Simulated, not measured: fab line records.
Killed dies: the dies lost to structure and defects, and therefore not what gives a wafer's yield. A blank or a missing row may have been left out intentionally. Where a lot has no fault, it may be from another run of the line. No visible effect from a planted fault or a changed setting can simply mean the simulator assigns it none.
Which tool is to blame? | flow nand_harc | 6 lots with 18 wafers sampled at 3 steps, on a route of 1302 steps

== WHAT THE GAUGES SHOWED, per wafer ==
NHARC_P_STI_INSPECT_11.
lot  | measured     | on                | raw_defect_count
L259 | day 3 06:26  | defect_inspect-01 | 9 5 6
L263 | day 4 22:06  | defect_inspect-01 | 7 3 5
L266 | day 6 03:51  | defect_inspect-01 | 6 5 8
L269 | day 7 11:03  | defect_inspect-01 | 9 11 6
L271 | day 8 04:58  | defect_inspect-02 | 9 8 5
L280 | day 11 23:43 | defect_inspect-01 | 2 4 15

== EACH LOT AND THE TOOL THAT RAN IT (in order: tool; ch and the chambers of the sampled wafers; start) ==
lot  | NHARC_P_ZERO_WELL_DESCUM_39       | NHARC_P_STI_OXIDE_29
L259 | rie_diel-05 ch 0,3, day 2 10:31   | furnace-02 ch 0, day 2 19:02
L263 | rie_diel-11 ch 1,2, day 4 02:23   | furnace-02 ch 0, day 4 10:44
L266 | rie_diel-09 ch 0,1,2, day 5 08:27 | furnace-02 ch 0, day 5 16:32
L269 | rie_diel-09 ch 0,1,3, day 6 14:19 | furnace-06 ch 0, day 6 23:35
L271 | rie_diel-09 ch 0,1,3, day 7 10:32 | furnace-05 ch 0, day 7 17:31
L280 | rie_diel-11 ch 0,1, day 11 04:20  | furnace-02 ch 0, day 11 12:28
- NHARC_P_ZERO_WELL_DESCUM_39: chemistry O2, time 3 s.
- NHARC_P_STI_OXIDE_29: material SiO2, target thk 10 nm, ox time 1362 s.

== THE ANSWER, worked out from the rows above alone ==
Rule: the usual values come from the lots themselves. The widest of any qualifying gaps counts: lots, ordered by their means at a reading, are off when they make up no more than a third of the lots, leave a main group of 4 or more, and stand apart from it by 3 or more times the standard deviation of that group's means. A main group whose means are all the same, to the digits that the tables above print for the reading, isn't used. Also off: a lot with no number at a reading for which 4 or more lots have one. Where the step has rows for the other lots, those lots are counted as sound.
No lot is off on any of the readings shown, so nothing can be concluded from this.

== WHAT WAS PUT IN BY THE SIMULATOR ==
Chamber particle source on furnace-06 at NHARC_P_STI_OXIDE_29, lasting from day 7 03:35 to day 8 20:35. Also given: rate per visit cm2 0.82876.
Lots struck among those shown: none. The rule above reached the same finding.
